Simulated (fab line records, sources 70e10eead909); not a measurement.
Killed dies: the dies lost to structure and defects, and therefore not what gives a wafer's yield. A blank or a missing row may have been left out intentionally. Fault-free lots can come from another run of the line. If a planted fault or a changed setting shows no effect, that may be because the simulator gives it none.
Which tool is to blame? || flow nand-harc || 12 lots (36 wafers sampled), 1 step of a 1159-step route

## WHAT THE GAUGES READ, wafer by wafer
NHARC_P_M0_INSPECT_27.
{"lot": "L075", "measured": "day 6 12:55", "on": "defect-inspect-02", "raw-defect-count": "255 160 222"}
{"lot": "L077", "measured": "day 6 14:40", "on": "defect-inspect-02", "raw-defect-count": "310 445 238"}
{"lot": "L078", "measured": "day 7 02:28", "on": "defect-inspect-02", "raw-defect-count": "415 305 328"}
{"lot": "L081", "measured": "day 7 09:28", "on": "defect-inspect-02", "raw-defect-count": "168 259 385"}
{"lot": "L083", "measured": "day 7 23:35", "on": "defect-inspect-01", "raw-defect-count": "356 384 247"}
{"lot": "L085", "measured": "day 8 15:47", "on": "defect-inspect-01", "raw-defect-count": "228 335 213"}
{"lot": "L087", "measured": "day 9 05:33", "on": "defect-inspect-01", "raw-defect-count": "193 310 304"}
{"lot": "L089", "measured": "day 9 15:49", "on": "defect-inspect-01", "raw-defect-count": "327 145 225"}
{"lot": "L091", "measured": "day 10 01:32", "on": "defect-inspect-02", "raw-defect-count": "348 304 532"}
{"lot": "L093", "measured": "day 10 12:55", "on": "defect-inspect-02", "raw-defect-count": "319 154 359"}
{"lot": "L095", "measured": "day 11 02:15", "on": "defect-inspect-01", "raw-defect-count": "145 181 181"}
{"lot": "L096", "measured": "day 11 15:35", "on": "defect-inspect-02", "raw-defect-count": "219 236 190"}

## WHAT TOOL EACH LOT RAN ON (gives the tool, then ch and the chambers of the sampled wafers, and finally the start)
Record: no process step prior to these readings.

## THE ANSWER, worked out from the rows above alone
Rule: the usual values come from the lots themselves. The widest of any qualifying gaps counts: lots, ordered by their means at a reading, are off when they make up no more than a third of the lots, leave a main group of 4 or more, and stand apart from it by 3 or more times the standard deviation of that group's means. If all means in a main group match to the digits the tables above print for the reading, that group is not used. Also off: a lot with no number at a reading for which 4 or more lots have one. The other lots that the step has rows for count as sound.
Across all readings shown, no lot is off: no conclusion can be drawn from this.

## WHAT HAD BEEN PUT IN BY THE SIMULATOR
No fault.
